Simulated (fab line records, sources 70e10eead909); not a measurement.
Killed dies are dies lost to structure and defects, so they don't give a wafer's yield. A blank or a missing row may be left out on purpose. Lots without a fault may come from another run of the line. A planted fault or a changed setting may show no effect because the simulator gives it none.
Chamber matching | flow nand_harc | NHARC_A_CHANNEL_FILL_D1_ALD_14 on ald_hk-04: 4 sister chambers
The step deposits SiO2, target thk 2.5 nm, pulse time 10 s, ald cycles 25. 4 wafers are shown with their chamber, then 8 later ones without.

WAFERS WITH THEIR CHAMBER
wafer  | chamber | heater_power_w (W)
L799.4 | 2       | 421
L799.6 | 1       | 403
L803.5 | 3       | 465
L805.3 | 0       | 513

WAFERS WITHOUT THEIR CHAMBER
wafer  | heater_power_w (W)
L805.4 | 459
L805.5 | 415
L807.1 | 414
L807.4 | 445
L807.5 | 463
L808.1 | 411
L808.2 | 506
L808.3 | 434

WHICH CHAMBER EACH WENT THROUGH
wafer  | from the rows above          | in truth
L805.4 | 3                            | 3
L805.5 | can't be placed: 2 or 1      | 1
L807.1 | can't be placed: 2 or 1      | 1
L807.4 | can't be placed: 3 or 2      | 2
L807.5 | 3                            | 3
L808.1 | can't be placed: 1 or 2      | 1
L808.2 | 0                            | 0
L808.3 | can't be placed: 2 or 1 or 3 | 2
Placed correctly: 3 of 8. Can't be placed from these rows: 5 (the true chamber is among the candidates in 5). Placed wrongly: 0.
How it was worked out, from the rows above alone: a wafer's distance from a chamber is the root of the sum, over the readings, of the square of ((its reading less the chamber's mean) divided by the reading's scatter). The wafer belongs to the nearest chamber; if the next one is less than 2 further off, it can't be placed. A chamber's mean is the mean of its shown wafers. The scatter: with one shown wafer a chamber, the root of the mean of the squares of how far each hidden wafer lies from its nearest shown one.
